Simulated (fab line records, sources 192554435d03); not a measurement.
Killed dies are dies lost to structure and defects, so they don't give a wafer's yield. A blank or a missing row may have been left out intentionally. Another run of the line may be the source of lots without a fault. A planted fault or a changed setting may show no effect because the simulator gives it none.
fab line records | flow n5-finfet
[record] lots = 24 wafers = 72 last-day = 18
route steps=1938 shown BEOL_M4@1062 BEOL_M5@1126
lots that met no fault: from a run of the same line without faults
start-h: the number of hours between the record's first day and the start of the first shown wafer of the lot | wait-h: time in hours since the lot's previous step | " repeats the value in the row above | L1.1+2: a single row standing in for several wafers | - no value present, or no start provided | * or withheld: withheld | < > ~ a bound
route shown NAME@n: a module of which the file shows steps, and the number in the route of the first | usual: the fault-free wafers' mean and standard deviation | same: alike in all rows | chamber/n: place in a boat | sites: the reading at each site | _std_site: how widely they spread, as a standard deviation | _edge_site: mean of outer sites minus mean of inner sites | radius-mm: how far each site lies from the wafer's centre | mask NAME#n: copy n | behind: tool/chamber where the wafer was last shaped | hold: reason for holding the lot/hours on hold/outcome of the hold | device: the transistor (n, p or np) that didn't switch | end of line: the same wafers' tests at the end of the route | a step given without rows: its recipe and nothing more | killed: dies lost to structure and defects at the first sort, not the wafer's yield | map: shows each die of a wafer: x if killed, . if not, _ if none is there
set.NAME: the run value of the setting; set.NAME@STEP: its run value at that earlier step | model.NAME: the simulator's own value behind a step, which no gauge read
the route's steps for a sample of lots (tables are steps, rows are wafers)
services: from which hour (start-h, from the record's first day; less than 0 if before it) a tool's chamber was out of use, for how many hours, and why
[[steps]]
[step N5_BEOL_M4_ALD_98]
[recipe] material = SiO2 target-thk-a = 25 temp-c = 100 ald-precursor-family = BDEAS ald-co-reactant = O2-plasma pulse-time-s = 1 co-reactant-pulse-time-s = 1 purge-time-s = 2 co-reactant-purge-time-s = 2 ald-cycles = 17 pressure-torr = 2
[usual] heater-power-w = 80/10 precursor-pulse-height-rel = 1.001/0.021
[same] purge-time-s = 2
// columns lot.wafer tool chamber start-h wait-h heater-power-w precursor-pulse-height-rel
L074.3 ald-sin-02 0 161.55 0.2 102 1.001
L074.4 " 2 " " 83 0.984
L074.5 " 1 " " 77 0.999
L075.1 ald-sin-01 0 170.11 0.1 71 0.964
L075.2 " 2 " " 78 0.958
L075.5 " 2 " " 79 1.038
L076.2 ald-sin-02 1 181.71 0.1 77 0.994
L076.3 " 0 " " 102 0.971
L076.4 " 3 " " 81 1.047
L077.1 ald-sin-02 3 185.81 0.5 79 1.016
L077.3 " 0 " " 103 0.970
L077.4 " 2 " " 85 0.969
L078.1 ald-sin-01 3 191.16 0.1 79 1.024
L078.2 " 2 " " 81 1.024
L078.5 " 3 " " 77 1.039
L079.2 ald-sin-02 3 202.17 0.1 81 1.013
L079.4 " 1 " " 75 1.013
L079.6 " 0 " " 105 0.993
L080.1 ald-sin-03 1 214.26 0.1 77 0.992
L080.2 " 2 " " 75 1.007
L080.4 " 0 " " 87 0.993
L081.1 ald-sin-01 1 214.57 0.1 64 1.009
L081.3 " 2 " " 80 0.981
L081.6 " 2 " " 78 1.001
L083.1 ald-sin-02 3 215.22 0.1 81 1.005
L083.3 " 1 " " 77 0.988
L083.4 " 2 " " 83 0.964
L082.1 ald-sin-01 3 219.39 0.1 78 1.000
L082.3 " 1 " " 66 1.011
L082.5 " 2 " " 81 0.998
L084.1 ald-sin-02 1 226.75 0.2 75 0.947
L084.3 " 0 " " 102 1.028
L084.6 " 2 " " 83 0.980
L085.3 ald-sin-02 1 232.76 0.3 75 0.996
L085.4 " 0 " " 103 1.019
L085.5 " 2 " " 82 1.013
L086.4 ald-sin-03 2 244.89 0.1 76 1.014
L086.5 " 2 " " 76 0.988
L086.6 " 3 " " 69 1.001
L088.2 ald-sin-02 0 250.05 0.1 101 0.983
L088.4 " 3 " " 80 0.986
L088.5 " 0 " " 103 0.990
L087.1 ald-sin-01 1 262.65 0.1 65 0.993
L087.2 " 3 " " 77 1.025
L087.5 " 1 " " 64 1.008
L089.1 ald-sin-01 0 266.30 0.1 72 0.995
L089.5 " 0 " " 72 1.023
L089.6 " 1 " " 63 1.040
L090.1 ald-sin-02 1 270.57 0.6 78 1.006
L090.2 " 0 " " 102 1.040
L090.5 " 0 " " 102 0.985
L091.2 ald-sin-02 1 272.75 0.1 77 0.995
L091.3 " 0 " " 103 1.023
L091.6 " 1 " " 77 1.004
L093.3 ald-sin-02 3 283.74 0.1 82 1.005
L093.5 " 1 " " 77 0.983
L093.6 " 0 " " 102 1.017
L092.1 ald-sin-03 0 287.42 0.1 86 1.016
L092.3 " 2 " " 77 1.015
L092.4 " 1 " " 75 1.009
L094.1 ald-sin-01 0 288.17 0.1 74 0.978
L094.2 " 1 " " 63 1.018
L094.6 " 2 " " 75 0.980
L095.2 ald-sin-03 3 302.77 0.1 68 1.008
L095.3 " 0 " " 87 0.985
L095.5 " 1 " " 78 0.985
L096.1 ald-sin-03 1 303.39 0.1 78 0.985
L096.2 " 0 " " 88 1.018
L096.4 " 3 " " 68 0.983
L097.1 ald-sin-03 1 311.53 0.1 78 1.011
L097.4 " 3 " " 66 1.003
L097.6 " 3 " " 68 0.961
[step N5_BEOL_M4_SPUTTER_79]
[recipe] material = Cu target-thk-a = 45 temp-c = -20 chamber-pressure-pa = 0.07 power-w = withheld time-s = 8.29
[usual] chuck-gas-flow-sccm = 1.26/0.05 throttle-valve-pct = 29.8/1.4
// columns lot.wafer tool chamber start-h wait-h chuck-gas-flow-sccm throttle-valve-pct
L074.3 pvd-sputter-01 - 165.90 0.1 1.28 31.4
L074.4 " - " " 1.29 27.7
L074.5 " - " " 1.34 31.4
L075.1 pvd-sputter-01 - 181.14 0.1 1.26 31.0
L075.2 " - " " 1.24 27.8
L075.5 " - " " 1.24 27.9
L076.2 pvd-sputter-03 - 187.46 0.1 1.22 29.6
L076.3 " - " " 1.24 28.7
L076.4 " - " " 1.30 29.1
L077.1 pvd-sputter-03 - 197.68 0.1 1.33 29.5
L077.3 " - " " 1.23 28.9
L077.4 " - " " 1.36 32.2
L078.1 pvd-sputter-03 - 201.16 0.1 1.06 29.3
L078.2 " - " " 1.26 32.0
L078.5 " - " " 1.21 29.0
L079.2 pvd-sputter-03 - 208.82 0.1 1.20 29.5
L079.4 " - " " 1.18 28.9
L079.6 " - " " 1.28 29.2
L080.1 pvd-sputter-03 - 219.20 0.1 1.17 29.3
L080.2 " - " " 1.21 28.8
L080.4 " - " " 1.27 32.0
L081.1 pvd-sputter-02 - 222.51 0.1 1.30 30.4
L081.3 " - " " 1.21 29.8
L081.6 " - " " 1.29 30.2
L083.1 pvd-sputter-02 - 224.45 0.1 1.20 30.2
L083.3 " - " " 1.29 32.3
L083.4 " - " " 1.26 30.3
L082.1 pvd-sputter-01 - 228.88 0.1 1.34 28.2
L082.3 " - " " 1.26 31.0
L082.5 " - " " 1.26 27.6
L084.1 pvd-sputter-01 - 233.81 0.1 1.22 31.4
L084.3 " - " " 1.26 28.2
L084.6 " - " " 1.22 31.3
L085.3 pvd-sputter-01 - 240.65 0.1 1.19 28.2
L085.4 " - " " 1.21 30.9
L085.5 " - " " 1.16 29.1
L086.4 pvd-sputter-02 - 248.50 0.1 1.24 32.5
L086.5 " - " " 1.25 32.3
L086.6 " - " " 1.23 30.5
L088.2 pvd-sputter-02 - 265.78 0.1 1.25 29.9
L088.4 " - " " 1.25 32.5
L088.5 " - " " 1.26 30.1
L087.1 pvd-sputter-01 - 271.80 0.1 1.15 31.4
L087.2 " - " " 1.18 29.4
L087.5 " - " " 1.27 27.6
L089.1 pvd-sputter-03 - 273.36 0.1 1.23 28.9
L089.5 " - " " 1.29 28.8
L089.6 " - " " 1.28 31.9
L091.2 pvd-sputter-02 - 276.52 0.1 1.27 30.3
L091.3 " - " " 1.27 30.1
L091.6 " - " " 1.15 30.1
L090.1 pvd-sputter-03 - 277.28 0.1 1.30 29.1
L090.2 " - " " 1.24 29.4
L090.5 " - " " 1.27 32.2
L093.3 pvd-sputter-01 - 297.29 0.1 1.28 27.6
L093.5 " - " " 1.26 27.6
L093.6 " - " " 1.24 29.3
L092.1 pvd-sputter-01 - 302.07 0.1 1.15 29.1
L092.3 " - " " 1.20 27.6
L092.4 " - " " 1.27 28.5
L094.1 pvd-sputter-03 - 306.55 0.1 1.24 29.5
L094.2 " - " " 1.30 28.9
L094.6 " - " " 1.29 29.4
L095.2 pvd-sputter-02 - 310.53 0.1 1.23 29.8
L095.3 " - " " 1.26 30.1
L095.5 " - " " 1.22 30.1
L096.1 pvd-sputter-03 - 313.82 0.1 1.22 28.9
L096.2 " - " " 1.25 31.8
L096.4 " - " " 1.17 29.1
L097.1 pvd-sputter-02 - 333.06 0.1 1.27 30.1
L097.4 " - " " 1.25 32.2
L097.6 " - " " 1.30 30.4
[step N5_BEOL_M4_ANNEAL_82]
[recipe] temp-c = 400 time-s = 240 ambient = vacuum
[usual] heater-power-w = 845/64 susceptor_temp_C_max = 400.9/0.35
// columns lot.wafer tool chamber start-h wait-h heater-power-w susceptor_temp_C_max
L074.3 pvd-sputter-01 - 166.20 0.0 850 401.3
L074.4 " - " " 899 401.0
L074.5 " - " " 862 401.2
L075.1 pvd-sputter-01 - 181.44 0.0 831 400.3
L075.2 " - " " 907 400.4
L075.5 " - " " 920 400.4
L076.2 pvd-sputter-03 - 187.76 0.0 725 400.5
L076.3 " - " " 848 400.9
L076.4 " - " " 844 400.8
L077.1 pvd-sputter-03 - 197.98 0.0 724 400.6
L077.3 " - " " 832 400.6
L077.4 " - " " 879 401.3
L078.1 pvd-sputter-03 - 201.46 0.0 726 400.5
L078.2 " - " " 870 401.6
L078.5 " - " " 849 401.0
L079.2 pvd-sputter-03 - 209.12 0.0 733 400.4
L079.4 " - " " 848 401.0
L079.6 " - " " 856 401.1
L080.1 pvd-sputter-03 - 219.50 0.0 719 400.4
L080.2 " - " " 837 401.1
L080.4 " - " " 872 400.8
L081.1 pvd-sputter-02 - 222.81 0.0 906 401.3
L081.3 " - " " 766 400.7
L081.6 " - " " 903 400.7
L083.1 pvd-sputter-02 - 224.75 0.0 888 401.0
L083.3 " - " " 778 400.3
L083.4 " - " " 917 400.6
L082.1 pvd-sputter-01 - 229.18 0.0 951 401.0
L082.3 " - " " 846 400.4
L082.5 " - " " 902 400.9
L084.1 pvd-sputter-01 - 234.11 0.0 859 400.5
L084.3 " - " " 924 400.9
L084.6 " - " " 850 400.7
L085.3 pvd-sputter-01 - 240.95 0.0 927 400.9
L085.4 " - " " 843 400.5
L085.5 " - " " 789 401.1
L086.4 pvd-sputter-02 - 248.80 0.0 794 401.0
L086.5 " - " " 775 400.5
L086.6 " - " " 889 401.1
L088.2 pvd-sputter-02 - 266.08 0.0 758 400.7
L088.4 " - " " 797 400.4
L088.5 " - " " 783 400.5
L087.1 pvd-sputter-01 - 272.10 0.0 850 401.2
L087.2 " - " " 771 401.1
L087.5 " - " " 910 401.1
L089.1 pvd-sputter-03 - 273.66 0.0 836 400.8
L089.5 " - " " 833 401.2
L089.6 " - " " 887 401.1
L091.2 pvd-sputter-02 - 276.82 0.0 893 401.3
L091.3 " - " " 744 401.1
L091.6 " - " " 759 401.0
L090.1 pvd-sputter-03 - 277.58 0.0 835 401.2
L090.2 " - " " 720 400.1
L090.5 " - " " 885 401.3
L093.3 pvd-sputter-01 - 297.59 0.0 887 401.2
L093.5 " - " " 900 400.7
L093.6 " - " " 758 401.3
L092.1 pvd-sputter-01 - 302.37 0.0 772 401.6
L092.3 " - " " 901 400.6
L092.4 " - " " 954 400.3
L094.1 pvd-sputter-03 - 306.85 0.0 719 401.0
L094.2 " - " " 854 400.6
L094.6 " - " " 730 400.9
L095.2 pvd-sputter-02 - 310.83 0.0 765 400.8
L095.3 " - " " 897 401.2
L095.5 " - " " 890 401.3
L096.1 pvd-sputter-03 - 314.12 0.0 846 401.1
L096.2 " - " " 851 401.4
L096.4 " - " " 730 400.6
L097.1 pvd-sputter-02 - 333.36 0.0 746 401.0
L097.4 " - " " 780 400.8
L097.6 " - " " 897 401.6
[step N5_BEOL_M4_CMP_52]
[recipe] stop-on = SiOC t-overpolish-s = 6.8 down-force-psi = 1 platen-rpm = 50 clearing-platen-down-force-psi = 1.5 clearing-platen-rpm = 50 post-cmp-clean = cu-alkaline target-thk-nm = 40 clearing-platen-pad-velocity-m-s = 0.99484 pad-velocity-m-s = 0.99484
[usual] barrier-field-endpoint-s = 24.6/0.6 head-pressure-psi = 0.9999/0.0019 motor-current-A = 6.1/0.51 overpolish-run-s = 6.800/0.0089 time-to-endpoint-s = 62.1/3
// columns lot.wafer tool chamber start-h wait-h barrier-field-endpoint-s head-pressure-psi motor-current-A overpolish-run-s time-to-endpoint-s
L074.4 cmp-04 3 167.93 0.1 23.3 0.9990 5.9 6.805 56.8
L074.3 " 2 " " 24.8 0.9969 6.7 6.772 59.4
L074.5 " 3 " " 23.9 0.9967 6.1 6.807 60.4
L075.1 cmp-02 0 183.36 0.3 24.9 0.9977 6.5 6.807 63.1
L075.2 " 3 " " 26.2 1.0035 5.5 6.806 63.6
L075.5 " 0 " " 25.2 0.9988 6.8 6.781 63.7
L076.4 cmp-04 0 193.34 0.1 24.2 1.0007 5.6 6.799 63.1
L076.2 " 1 " " 24.1 1.0000 6.2 6.812 63.1
L076.3 " 3 " " 24.3 0.9997 6.1 6.789 60.1
L077.1 cmp-04 1 199.71 0.3 24.3 1.0003 6.3 6.807 62.6
L077.3 " 2 " " 24.4 0.9982 6.6 6.797 61.5
L077.4 " 3 " " 24.5 1.0015 6.1 6.788 61.4
L078.2 cmp-03 1 203.20 0.2 24.1 0.9989 7.1 6.794 62.6
L078.1 " 2 " " 23.9 1.0005 5.5 6.796 62.2
L078.5 " 2 " " 24.2 0.9998 5.4 6.804 65.5
L079.2 cmp-04 3 210.93 0.3 23.1 0.9985 6.2 6.795 58.8
L079.4 " 0 " " 23.6 0.9959 5.8 6.824 58.5
L079.6 " 1 " " 24.4 1.0018 6.4 6.808 62.4
L080.1 cmp-04 2 222.04 1.1 24.3 0.9958 6.3 6.806 61.8
L080.4 " 3 " " 24.4 1.0044 5.9 6.804 54.2
L080.2 " 0 " " 24.4 0.9992 5.9 6.806 58.0
L081.3 cmp-04 0 224.54 0.2 24.4 0.9980 5.9 6.796 61.3
L081.1 " 2 " " 24.3 1.0014 6.1 6.811 58.7
L081.6 " 1 " " 24.4 1.0012 6.3 6.787 59.9
L083.3 cmp-04 2 226.48 0.2 25.0 1.0018 6.5 6.800 57.9
L083.1 " 0 " " 24.9 1.0012 6.2 6.800 60.2
L083.4 " 1 " " 25.1 0.9983 6.7 6.794 59.0
L082.3 cmp-03 1 231.00 0.3 25.0 0.9963 7.0 6.793 65.4
L082.1 " 2 " " 25.9 0.9999 5.5 6.794 66.4
L082.5 " 0 " " 24.9 0.9974 5.7 6.791 63.6
L084.3 cmp-02 2 235.96 0.2 23.7 1.0006 5.8 6.799 59.0
L084.1 " 3 " " 24.4 1.0011 5.1 6.795 65.1
L084.6 " 2 " " 23.9 1.0022 6.3 6.787 64.1
L085.3 cmp-02 2 242.68 0.2 24.3 1.0027 6.0 6.804 59.5
L085.4 " 1 " " 24.4 0.9994 5.9 6.793 59.9
L085.5 " 3 " " 24.8 1.0045 5.4 6.806 63.2
L086.4 cmp-03 2 250.66 0.2 25.0 0.9991 5.6 6.786 62.4
L086.5 " 3 " " 24.3 1.0008 6.5 6.790 62.3
L086.6 " 0 " " 25.3 0.9990 5.9 6.794 62.1
L088.2 cmp-03 3 267.90 0.3 24.5 0.9998 6.4 6.805 64.3
L088.4 " 0 " " 25.3 1.0019 6.0 6.797 67.6
L088.5 " 2 " " 25.3 0.9960 5.4 6.799 67.3
L087.1 cmp-04 1 274.18 0.3 24.3 0.9983 5.9 6.806 60.5
L087.2 " 0 " " 24.3 0.9990 6.3 6.795 58.1
L087.5 " 2 " " 25.0 1.0028 6.7 6.781 61.6
L089.1 cmp-04 1 275.51 0.3 22.9 0.9976 6.7 6.802 60.7
L089.5 " 1 " " 24.8 0.9986 6.5 6.805 62.7
L089.6 " 2 " " 24.3 1.0008 6.9 6.799 62.2
L091.2 cmp-02 3 278.56 0.2 24.1 0.9995 5.4 6.814 61.9
L091.3 " 0 " " 24.1 0.9987 6.4 6.795 60.5
L091.6 " 3 " " 25.0 0.9990 5.2 6.800 65.8
L090.2 cmp-04 3 279.35 0.2 24.2 1.0005 6.1 6.798 60.6
L090.1 " 1 " " 24.3 0.9976 6.6 6.805 63.3
L090.5 " 2 " " 24.1 0.9999 7.1 6.801 60.1
L093.3 cmp-03 0 302.08 0.3 23.8 1.0026 6.0 6.809 61.4
L093.6 " 2 " " 25.5 1.0003 5.3 6.804 66.2
L093.5 " 3 " " 24.0 1.0018 5.9 6.786 62.3
L092.3 cmp-03 1 304.15 0.2 25.7 0.9989 7.1 6.809 68.9
L092.1 " 2 " " 25.3 1.0000 5.4 6.796 65.4
L092.4 " 3 " " 24.5 1.0011 6.2 6.808 63.7
L094.2 cmp-03 2 308.58 0.2 24.4 1.0009 5.3 6.788 65.4
L094.1 " 3 " " 24.4 0.9976 6.6 6.798 60.6
L094.6 " 2 " " 24.5 0.9985 5.3 6.805 64.7
L095.3 cmp-03 3 312.56 0.2 24.6 0.9994 6.4 6.794 63.3
L095.2 " 0 " " 25.0 0.9995 6.0 6.795 63.7
L095.5 " 3 " " 24.9 1.0012 6.3 6.794 62.8
L096.1 cmp-03 2 315.86 0.3 25.3 0.9999 5.3 6.795 71.0
L096.2 " 3 " " 25.2 0.9986 6.2 6.802 64.0
L096.4 " 0 " " 25.7 1.0000 6.0 6.797 69.8
L097.4 cmp-03 2 335.60 0.5 25.2 1.0010 5.7 6.791 63.9
L097.1 " 0 " " 24.5 0.9984 5.8 6.803 63.3
L097.6 " 2 " " 24.7 1.0006 5.3 6.803 61.9
[step N5_BEOL_M4_RS_MEAS_58]
[recipe] thk-meas-gauge = four-point-probe reads = Co_of_BEOL_M4_CO_CAP_55+Cu_of_BEOL_M4_ECD_50+Co_of_BEOL_M4_CVD_47+TaN_of_BEOL_M4_ALD_84
[usual] M4_RS = 0.67/0.033
// columns lot.wafer tool chamber start-h wait-h M4_RS[ohm/sq]
L074.3 film-metro-02 - 168.48 0.1 0.67
L074.4 " - " " 0.73
L074.5 " - " " 0.65
L075.1 film-metro-01 - 183.91 0.0 0.67
L075.2 " - " " 0.69
L075.5 " - " " 0.66
L076.2 film-metro-02 - 193.90 0.1 0.73
L076.3 " - " " 0.70
L076.4 " - " " 0.70
L077.1 film-metro-02 - 200.27 0.0 0.69
L077.3 " - " " 0.65
L077.4 " - " " 0.70
L078.1 film-metro-02 - 203.78 0.1 0.65
L078.2 " - " " 0.67
L078.5 " - " " 0.69
L079.2 film-metro-01 - 211.44 0.1 0.74
L079.4 " - " " 0.67
L079.6 " - " " 0.70
L080.1 film-metro-02 - 222.95 0.1 0.64
L080.2 " - " " 0.68
L080.4 " - " " 0.66
L081.1 film-metro-01 - 225.09 0.0 0.72
L081.3 " - " " 0.71
L081.6 " - " " 0.71
L083.1 film-metro-01 - 227.15 0.1 0.71
L083.3 " - " " 0.71
L083.4 " - " " 0.69
L082.1 film-metro-02 - 231.48 0.0 0.67
L082.3 " - " " 0.66
L082.5 " - " " 0.71
L084.1 film-metro-02 - 236.58 0.0 0.66
L084.3 " - " " 0.64
L084.6 " - " " 0.65
L085.3 film-metro-02 - 243.45 0.3 0.72
L085.4 " - " " 0.73
L085.5 " - " " 0.68
L086.4 film-metro-02 - 251.16 0.0 0.68
L086.5 " - " " 0.67
L086.6 " - " " 0.64
L088.2 film-metro-02 - 268.42 0.1 0.66
L088.4 " - " " 0.68
L088.5 " - " " 0.66
L087.1 film-metro-01 - 274.74 0.0 0.65
L087.2 " - " " 0.65
L087.5 " - " " 0.65
L089.1 film-metro-01 - 276.06 0.0 0.67
L089.5 " - " " 0.66
L089.6 " - " " 0.69
L091.2 film-metro-02 - 279.12 0.1 0.67
L091.3 " - " " 0.71
L091.6 " - " " 0.65
L090.1 film-metro-01 - 279.87 0.0 0.65
L090.2 " - " " 0.67
L090.5 " - " " 0.66
L093.3 film-metro-01 - 302.58 0.1 0.64
L093.5 " - " " 0.64
L093.6 " - " " 0.58
L092.1 film-metro-02 - 304.79 0.0 0.67
L092.3 " - " " 0.71
L092.4 " - " " 0.64
L094.1 film-metro-02 - 309.15 0.0 0.63
L094.2 " - " " 0.64
L094.6 " - " " 0.59
L095.2 film-metro-01 - 313.12 0.1 0.61
L095.3 " - " " 0.65
L095.5 " - " " 0.62
L096.1 film-metro-02 - 316.41 0.0 0.65
L096.2 " - " " 0.60
L096.4 " - " " 0.65
L097.1 film-metro-01 - 336.35 0.0 0.67
L097.4 " - " " 0.65
L097.6 " - " " 0.62
[step N5_BEOL_M5_CD_MEAS_11]
[recipe] target-cd-nm = 27.74 landing-energy-ev = 500 detector = se-inlens
[usual] cd-nm = 27.97/0.23
[same] landing-energy-ev = 500
// columns lot.wafer tool chamber start-h wait-h cd-nm
L074.3 cd-sem-03 0 171.98 - 27.77
L074.4 " 0 " " 27.84
L074.5 " 0 " " 28.14
L075.1 cd-sem-03 0 188.90 - 28.29
L075.2 " 0 " " 27.92
L075.5 " 0 " " 28.12
L076.2 cd-sem-02 0 197.37 - 27.86
L076.3 " 0 " " 27.85
L076.4 " 0 " " 28.04
L077.1 cd-sem-02 0 205.33 - 27.85
L077.3 " 0 " " 28.02
L077.4 " 0 " " 28.06
L078.1 cd-sem-01 0 207.85 - 27.97
L078.2 " 0 " " 28.06
L078.5 " 0 " " 28.20
L079.2 cd-sem-02 0 216.54 - 27.96
L079.4 " 0 " " 28.09
L079.6 " 0 " " 28.05
L080.1 cd-sem-01 0 225.91 - 27.79
L080.2 " 0 " " 27.66
L080.4 " 0 " " 27.78
L081.1 cd-sem-02 0 229.48 - 28.10
L081.3 " 0 " " 28.00
L081.6 " 0 " " 28.01
L083.1 cd-sem-03 0 230.09 - 27.96
L083.3 " 0 " " 28.16
L083.4 " 0 " " 27.79
L082.1 cd-sem-03 0 234.58 - 27.71
L082.3 " 0 " " 27.96
L082.5 " 0 " " 28.09
L084.1 cd-sem-01 0 239.57 - 27.96
L084.3 " 0 " " 28.27
L084.6 " 0 " " 27.94
L085.3 cd-sem-03 0 247.47 - 27.87
L085.4 " 0 " " 27.61
L085.5 " 0 " " 27.94
L086.4 cd-sem-02 0 253.58 - 27.91
L086.5 " 0 " " 27.83
L086.6 " 0 " " 27.58
L088.2 cd-sem-01 0 271.34 - 28.25
L088.4 " 0 " " 28.54
L088.5 " 0 " " 27.96
L087.1 cd-sem-02 0 279.29 - 27.65
L087.2 " 0 " " 28.33
L087.5 " 0 " " 28.19
L089.1 cd-sem-02 0 279.74 - 27.67
L089.5 " 0 " " 27.79
L089.6 " 0 " " 28.02
L091.2 cd-sem-01 0 282.14 - 27.63
L091.3 " 0 " " 27.77
L091.6 " 0 " " 27.89
L090.1 cd-sem-01 0 282.42 - 28.11
L090.2 " 0 " " 27.83
L090.5 " 0 " " 27.86
L093.3 cd-sem-03 0 308.97 - 28.21
L093.5 " 0 " " 28.31
L093.6 " 0 " " 27.58
L092.1 cd-sem-02 0 309.57 - 27.90
L092.3 " 0 " " 27.61
L092.4 " 0 " " 28.03
L094.1 cd-sem-01 0 312.86 - 28.49
L094.2 " 0 " " 27.90
L094.6 " 0 " " 27.89
L095.2 cd-sem-01 0 316.06 - 27.84
L095.3 " 0 " " 28.17
L095.5 " 0 " " 27.96
L096.1 cd-sem-01 0 318.95 - 28.16
L096.2 " 0 " " 28.28
L096.4 " 0 " " 28.11
L097.1 cd-sem-03 0 338.99 - 27.86
L097.4 " 0 " " 27.87
L097.6 " 0 " " 27.98
[[services]]
// columns tool chamber start-h hours kind
cmp-03 - 140.06 5.0 pm
cmp-02 - 141.17 2.8 pm
pvd-sputter-01 - 147.86 3.0 repair
ald-sin-01 0 149.81 5.6 repair
cmp-04 - 159.45 7.9 repair
ald-sin-03 - 178.86 14.0 pm
cmp-02 - 183.58 4.0 pm
ald-sin-01 3 207.01 1.9 repair
cmp-04 - 212.19 2.0 repair
cmp-04 - 217.08 3.9 pm
ald-sin-03 - 228.69 14.6 pm
pvd-sputter-03 - 229.48 0.6 repair
cmp-04 - 240.82 2.1 repair
ald-sin-03 2 247.85 5.4 repair
cmp-03 - 253.01 1.0 repair
ald-sin-03 - 259.80 0.5 repair
cmp-03 - 263.58 4.0 pm
ald-sin-01 2 266.77 10.1 repair
cmp-03 - 267.58 - consumable-replace:conditioner
cmp-03 - 267.58 - consumable-replace:pad
ald-sin-01 - 269.10 14.0 pm
ald-sin-01 0 269.10 14.0 vent-cycle
ald-sin-01 - 323.67 14.6 pm
cmp-02 - 327.31 5.2 repair
[[key]]
fault none
